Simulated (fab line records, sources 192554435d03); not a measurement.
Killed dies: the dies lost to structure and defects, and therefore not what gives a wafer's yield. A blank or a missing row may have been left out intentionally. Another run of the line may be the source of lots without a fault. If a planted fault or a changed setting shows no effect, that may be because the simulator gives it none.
Matching of chambers    flow n5_finfet    N5_DUMMY_GATE_ALD_02 on ald_sin-04 has 4 sister chambers
The step deposits SiO2, target thk 2 nm, pulse time 1 s. 16 wafers are shown with their chamber, then 8 later ones without.

== WAFERS WITH THEIR CHAMBER ==
wafer   chamber  heater_power_w (W)  susceptor_temp_C (C)  precursor_pulse_height_rel
L077.1  0        462                 299.98                1.015
L077.5  2        563                 300.14                1.003
L077.6  3        547                 300.08                0.997
L081.1  1        390                 299.95                0.981
L081.2  0        457                 300.25                1.016
L081.3  2        556                 299.97                1.001
L081.4  3        535                 300.19                1.019
L081.5  1        403                 300.00                1.024
L081.6  0        447                 299.98                1.013
L083.2  2        553                 300.45                1.002
L083.5  0        455                 299.74                1.043
L083.6  1        400                 299.92                1.032
L084.1  2        565                 300.19                1.026
L084.4  3        538                 299.74                1.000
L084.5  3        543                 300.03                1.046
L088.1  1        403                 299.91                1.024

SIGNATURES (averages over the wafers above)
reading                     chamber 0  chamber 1  chamber 2  chamber 3  scatter within a chamber
heater_power_w              455.25     399.00     559.25     540.75     5.86
susceptor_temp_C            299.9875   299.9450   300.1875   300.0100   0.174
precursor_pulse_height_rel  1.02175    1.01525    1.00800    1.01550    0.0186
Rule: a wafer's distance from a chamber is the root of the sum, over the readings, of the square of ((its reading less the chamber's mean) divided by the reading's scatter). The wafer belongs to the nearest chamber; if the next one is less than 2 further off, it can't be placed. The scatter: take each reading less its chamber's mean, square it, sum over the shown wafers, divide by the number of wafers less the number of chambers, and take the root.

== WAFERS MISSING THEIR CHAMBER ==
wafer   heater_power_w (W)  susceptor_temp_C (C)  precursor_pulse_height_rel
L088.2  554                 300.18                1.000
L088.6  538                 299.89                0.976
L090.1  563                 299.88                1.003
L090.2  412                 300.04                1.009
L090.3  542                 300.07                0.986
L094.1  537                 300.02                0.994
L094.4  458                 300.12                1.009
L094.6  399                 299.83                0.992

== CHAMBER TAKEN BY EACH ==
wafer   from the rows above      in truth
L088.2  can't be placed: 2 or 3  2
L088.6  3                        3
L090.1  2                        2
L090.2  1                        1
L090.3  can't be placed: 3 or 2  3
L094.1  3                        3
L094.4  0                        0
L094.6  1                        1
Placed correctly: 6 of 8. Can't be placed from these rows: 2 (the true chamber is among the candidates in 2). Number placed wrongly: 0.
